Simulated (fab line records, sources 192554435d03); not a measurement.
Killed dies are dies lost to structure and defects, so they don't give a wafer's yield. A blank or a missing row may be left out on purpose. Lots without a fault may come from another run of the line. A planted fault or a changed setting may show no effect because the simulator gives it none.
Chamber matching | flow n5_finfet | N5_BEOL_M7_CURE_75 on uv_cure-03: 3 sister chambers
The step cures SiCOH lowk, time 120 s. 6 wafers are shown with their chamber, then 10 later ones without.

WAFERS WITH THEIR CHAMBER
wafer  | chamber | wafer_temp_C_max | lamp_power_pct (%)
L076.3 | 0       | 372.1            | 52.37
L076.5 | 0       | 371.5            | 52.29
L083.5 | 1       | 371.0            | 52.28
L083.6 | 1       | 371.2            | 52.35
L090.1 | 2       | 371.7            | 52.34
L090.3 | 2       | 370.8            | 52.27

WAFERS WITHOUT THEIR CHAMBER
wafer  | wafer_temp_C_max | lamp_power_pct (%)
L090.4 | 371.3            | 52.26
L095.2 | 371.7            | 52.29
L095.3 | 371.8            | 52.27
L095.4 | 371.7            | 52.34
L094.2 | 371.4            | 52.21
L094.4 | 371.3            | 52.29
L094.5 | 371.2            | 52.28
L097.1 | 372.4            | 52.30
L097.5 | 371.6            | 52.38
L097.6 | 371.7            | 52.26

WHICH CHAMBER EACH WENT THROUGH
wafer  | from the rows above          | in truth
L090.4 | can't be placed: 2 or 1 or 0 | 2
L095.2 | can't be placed: 0 or 2 or 1 | 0
L095.3 | can't be placed: 0 or 2 or 1 | 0
L095.4 | can't be placed: 0 or 2 or 1 | 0
L094.2 | can't be placed: 2 or 1 or 0 | 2
L094.4 | can't be placed: 2 or 1 or 0 | 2
L094.5 | can't be placed: 2 or 1 or 0 | 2
L097.1 | can't be placed: 0 or 2 or 1 | 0
L097.5 | can't be placed: 0 or 2 or 1 | 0
L097.6 | can't be placed: 2 or 0 or 1 | 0
Placed correctly: 0 of 10. Can't be placed from these rows: 10 (the true chamber is among the candidates in 10). Placed wrongly: 0.
How it was worked out, from the rows above alone: a wafer's distance from a chamber is the root of the sum, over the readings, of the square of ((its reading less the chamber's mean) divided by the reading's scatter). The wafer belongs to the nearest chamber; if the next one is less than 2 further off, it can't be placed. A chamber's mean is the mean of its shown wafers. The scatter: the root of (the sum of the squares of (reading less its chamber's mean) over the shown wafers, divided by (wafers less chambers)).
